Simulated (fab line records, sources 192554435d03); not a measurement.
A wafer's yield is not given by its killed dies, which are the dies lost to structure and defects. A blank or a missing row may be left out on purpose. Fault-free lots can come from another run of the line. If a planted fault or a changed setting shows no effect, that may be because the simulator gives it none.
Lot-split experiment || flow n5_finfet || route with 1938 steps; 7 lots, 21 wafers read

## ON THE SPLIT
At N5_MOL_CONTACT_COAG_EXPOSE_05 (exposes mask CA, defocus 0 nm), the setting dose_mj was moved away from the recipe's 38.25 on 9 of the 21 wafers read, by -7.3% to +7.5%. This setting was run at the recipe's value on the other wafers.

## FROM THE SPLIT TO THE READING: what the file shows between them, 2 steps
- N5_MOL_CONTACT_COAG_PEB_06: peb time 60 s
- N5_MOL_CONTACT_COAG_DEVELOP_07: develop time 30 s

## THE READING
cd_nm at N5_MOL_CONTACT_COAG_CD_MEAS_08, given in nm (cd target 28 nm). Typical for fault-free wafers on this fab line: 27.88 nm, with standard deviation 0.28 nm.

{"wafer": "L076.1", "tool, chamber at the split": "euv_scanner-01, 0", "dose_mj as run": 39.29, "against the recipe": "+2.7%", "cd_nm, nm": 28.58, "against lot-mates on the recipe": "+0.97"}
{"wafer": "L076.2", "tool, chamber at the split": "euv_scanner-01, 0", "dose_mj as run": 38.25, "against the recipe": "recipe", "cd_nm, nm": 27.61, "against lot-mates on the recipe": "-"}
{"wafer": "L076.3", "tool, chamber at the split": "euv_scanner-01, 0", "dose_mj as run": 39.29, "against the recipe": "+2.7%", "cd_nm, nm": 28.62, "against lot-mates on the recipe": "+1.01"}
{"wafer": "L078.4", "tool, chamber at the split": "euv_scanner-02, 0", "dose_mj as run": 38.25, "against the recipe": "recipe", "cd_nm, nm": 28.38, "against lot-mates on the recipe": "-"}
{"wafer": "L078.5", "tool, chamber at the split": "euv_scanner-02, 0", "dose_mj as run": 36.88, "against the recipe": "-3.6%", "cd_nm, nm": 27.34, "against lot-mates on the recipe": -0.99}
{"wafer": "L078.6", "tool, chamber at the split": "euv_scanner-02, 0", "dose_mj as run": 38.25, "against the recipe": "recipe", "cd_nm, nm": 28.28, "against lot-mates on the recipe": "-"}
{"wafer": "L082.3", "tool, chamber at the split": "euv_scanner-01, 0", "dose_mj as run": 38.25, "against the recipe": "recipe", "cd_nm, nm": 27.49, "against lot-mates on the recipe": "-"}
{"wafer": "L082.5", "tool, chamber at the split": "euv_scanner-01, 0", "dose_mj as run": 38.25, "against the recipe": "recipe", "cd_nm, nm": 27.82, "against lot-mates on the recipe": "-"}
{"wafer": "L082.6", "tool, chamber at the split": "euv_scanner-01, 0", "dose_mj as run": 35.46, "against the recipe": "-7.3%", "cd_nm, nm": 25.77, "against lot-mates on the recipe": -1.89}
{"wafer": "L085.2", "tool, chamber at the split": "euv_scanner-01, 0", "dose_mj as run": 36.46, "against the recipe": "-4.7%", "cd_nm, nm": 27.00, "against lot-mates on the recipe": -1.00}
{"wafer": "L085.3", "tool, chamber at the split": "euv_scanner-01, 0", "dose_mj as run": 36.46, "against the recipe": "-4.7%", "cd_nm, nm": 27.23, "against lot-mates on the recipe": -0.77}
{"wafer": "L085.4", "tool, chamber at the split": "euv_scanner-01, 0", "dose_mj as run": 38.25, "against the recipe": "recipe", "cd_nm, nm": 28.00, "against lot-mates on the recipe": "-"}
{"wafer": "L086.2", "tool, chamber at the split": "euv_scanner-02, 0", "dose_mj as run": 38.25, "against the recipe": "recipe", "cd_nm, nm": 28.21, "against lot-mates on the recipe": "-"}
{"wafer": "L086.5", "tool, chamber at the split": "euv_scanner-02, 0", "dose_mj as run": 38.25, "against the recipe": "recipe", "cd_nm, nm": 28.16, "against lot-mates on the recipe": "-"}
{"wafer": "L086.6", "tool, chamber at the split": "euv_scanner-02, 0", "dose_mj as run": 41.11, "against the recipe": "+7.5%", "cd_nm, nm": 29.55, "against lot-mates on the recipe": "+1.36"}
{"wafer": "L089.1", "tool, chamber at the split": "euv_scanner-02, 0", "dose_mj as run": 38.25, "against the recipe": "recipe", "cd_nm, nm": 27.30, "against lot-mates on the recipe": "-"}
{"wafer": "L089.2", "tool, chamber at the split": "euv_scanner-02, 0", "dose_mj as run": 38.25, "against the recipe": "recipe", "cd_nm, nm": 27.92, "against lot-mates on the recipe": "-"}
{"wafer": "L089.4", "tool, chamber at the split": "euv_scanner-02, 0", "dose_mj as run": 38.25, "against the recipe": "recipe", "cd_nm, nm": 28.00, "against lot-mates on the recipe": "-"}
{"wafer": "L091.1", "tool, chamber at the split": "euv_scanner-01, 0", "dose_mj as run": 38.25, "against the recipe": "recipe", "cd_nm, nm": 27.67, "against lot-mates on the recipe": "-"}
{"wafer": "L091.3", "tool, chamber at the split": "euv_scanner-01, 0", "dose_mj as run": 40.77, "against the recipe": "+6.6%", "cd_nm, nm": 28.76, "against lot-mates on the recipe": "+1.09"}
{"wafer": "L091.4", "tool, chamber at the split": "euv_scanner-01, 0", "dose_mj as run": 40.77, "against the recipe": "+6.6%", "cd_nm, nm": 28.58, "against lot-mates on the recipe": "+0.91"}

FIT RESULTS
A straight line over all 21 wafers: cd_nm changes by +0.192 nm for each +1% of dose_mj; r = +0.90; the points scatter about the line by 0.36 nm.
The same after taking each lot's own level away (the mean of its wafers on the recipe; 21 wafers): +0.204 nm for each +1%; r = +0.95; scatter 0.26 nm.
According to that fit, moving dose_mj by its largest amount changes the reading by 1.5 nm.
Measured against the standard deviation above, the lots' own levels, which go from 27.610 to 28.330 nm, span 2.6 times it.
The two slopes are in agreement: the lot-to-lot level therefore moves the slope only a little.
Check: for one of the wafers moved furthest among these (+7.5%), held out of the fit, the line's prediction against its lot-mates is +1.54 nm. It came out at +1.36 nm against them.

## OTHER SPLITS APPLIED TO THESE WAFERS
Other splits were also applied to these wafers ahead of the reading. Each is held against what the fit with the lots' levels taken away leaves over:
{"other split on the same wafers": "N5_SD_EPI_N_EXPOSE_06 dose_mj", "wafers away from the commonest value": 5, "r with cd_nm (lot level and that fit taken away)": "+0.09"}
{"other split on the same wafers": "N5_SD_EPI_P_EXPOSE_06 dose_mj", "wafers away from the commonest value": 9, "r with cd_nm (lot level and that fit taken away)": "+0.27"}
{"other split on the same wafers": "N5_SD_EPI_P_PEB_07 peb_time_s", "wafers away from the commonest value": 3, "r with cd_nm (lot level and that fit taken away)": -0.36}
{"other split on the same wafers": "N5_HKMG_FIN_COAT_06 spin_rpm", "wafers away from the commonest value": 8, "r with cd_nm (lot level and that fit taken away)": -0.24}

## THE WHOLE CHAIN: every reading that the file lists as answering this split, in the file's order
{"step": "N5_MOL_CONTACT_COAG_CD_MEAS_08", "what it does": "target cd 28 nm", "reading": "cd_nm", "change (the file's fit)": "+0.211 nm for each +1% of the setting", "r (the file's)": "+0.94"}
{"step": "N5_MOL_CONTACT_COAG_ETCH_59", "what it does": "etches underlayer in N2/H2, target depth 13 nm, time 10.4 s", "reading": "MOL_CONTACT_COAG.cd_offset_nm (the simulator's own value, which no gauge read)", "change (the file's fit)": "+0.217 nm for each +1% of the setting", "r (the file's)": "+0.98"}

## THE FILE'S OWN FIT
cd_nm changes by +0.211 nm for each +1% of dose_mj, r = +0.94.
